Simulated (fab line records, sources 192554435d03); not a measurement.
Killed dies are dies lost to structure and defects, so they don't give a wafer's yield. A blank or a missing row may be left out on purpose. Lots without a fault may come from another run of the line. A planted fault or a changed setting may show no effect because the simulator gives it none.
Chamber matching | flow n5_finfet | N5_GATE_CUT_ETCH_36 on rie_diel-03: 4 sister chambers
The step etches SiARC in CF4, target depth 13 nm, time 21.7 s. 20 wafers are shown with their chamber, then 10 later ones without.

WAFERS WITH THEIR CHAMBER
wafer  | chamber | drypump_motor_current_A (A) | showerhead_plenum_p_Torr (Torr) | throttle_valve_pct (%)
L075.3 | 3       | 5.3                         | 2.05                            | 15.69
L075.4 | 1       | 6.1                         | 2.10                            | 15.28
L075.5 | 3       | 5.3                         | 2.05                            | 15.70
L080.2 | 2       | 5.4                         | 1.99                            | 15.42
L080.3 | 1       | 6.0                         | 2.10                            | 15.29
L080.4 | 0       | 5.4                         | 1.99                            | 15.63
L081.1 | 1       | 6.1                         | 2.10                            | 15.31
L081.3 | 2       | 5.4                         | 1.99                            | 15.41
L081.4 | 0       | 5.4                         | 1.99                            | 15.64
L082.2 | 2       | 5.4                         | 1.99                            | 15.41
L082.3 | 0       | 5.5                         | 1.99                            | 15.64
L082.4 | 1       | 6.1                         | 2.09                            | 15.32
L084.1 | 3       | 5.3                         | 2.05                            | 15.71
L084.5 | 2       | 5.4                         | 1.99                            | 15.44
L084.6 | 1       | 6.1                         | 2.09                            | 15.31
L090.1 | 0       | 5.5                         | 1.99                            | 15.66
L090.5 | 1       | 6.1                         | 2.09                            | 15.33
L090.6 | 0       | 5.5                         | 1.99                            | 15.65
L091.2 | 2       | 5.4                         | 1.98                            | 15.45
L091.5 | 3       | 5.3                         | 2.04                            | 15.76

SIGNATURES (means of the wafers above)
reading                  | chamber 0 | chamber 1 | chamber 2 | chamber 3 | scatter within a chamber
drypump_motor_current_A  | 5.460     | 6.083     | 5.400     | 5.300     | 0.0356
showerhead_plenum_p_Torr | 1.9900    | 2.0950    | 1.9880    | 2.0475    | 0.00437
throttle_valve_pct       | 15.6440   | 15.3067   | 15.4260   | 15.7150   | 0.0201
Rule: a wafer's distance from a chamber is the root of the sum, over the readings, of the square of ((its reading less the chamber's mean) divided by the reading's scatter). The wafer belongs to the nearest chamber; if the next one is less than 2 further off, it can't be placed. The scatter: the root of (the sum of the squares of (reading less its chamber's mean) over the shown wafers, divided by (wafers less chambers)).

WAFERS WITHOUT THEIR CHAMBER
wafer  | drypump_motor_current_A (A) | showerhead_plenum_p_Torr (Torr) | throttle_valve_pct (%)
L091.6 | 5.4                         | 1.99                            | 15.66
L092.1 | 5.4                         | 1.98                            | 15.47
L092.2 | 5.4                         | 1.99                            | 15.68
L092.4 | 5.3                         | 2.04                            | 15.77
L093.1 | 6.1                         | 2.09                            | 15.36
L093.3 | 5.3                         | 2.04                            | 15.77
L093.6 | 5.4                         | 1.98                            | 15.46
L094.2 | 5.5                         | 1.98                            | 15.66
L094.4 | 6.1                         | 2.09                            | 15.35
L094.5 | 5.4                         | 1.98                            | 15.67

WHICH CHAMBER EACH WENT THROUGH
wafer  | from the rows above | in truth
L091.6 | 0                   | 0
L092.1 | 2                   | 2
L092.2 | 0                   | 0
L092.4 | 3                   | 3
L093.1 | 1                   | 1
L093.3 | 3                   | 3
L093.6 | 2                   | 2
L094.2 | 0                   | 0
L094.4 | 1                   | 1
L094.5 | 0                   | 0
Placed correctly: 10 of 10. Can't be placed from these rows: 0. Placed wrongly: 0.
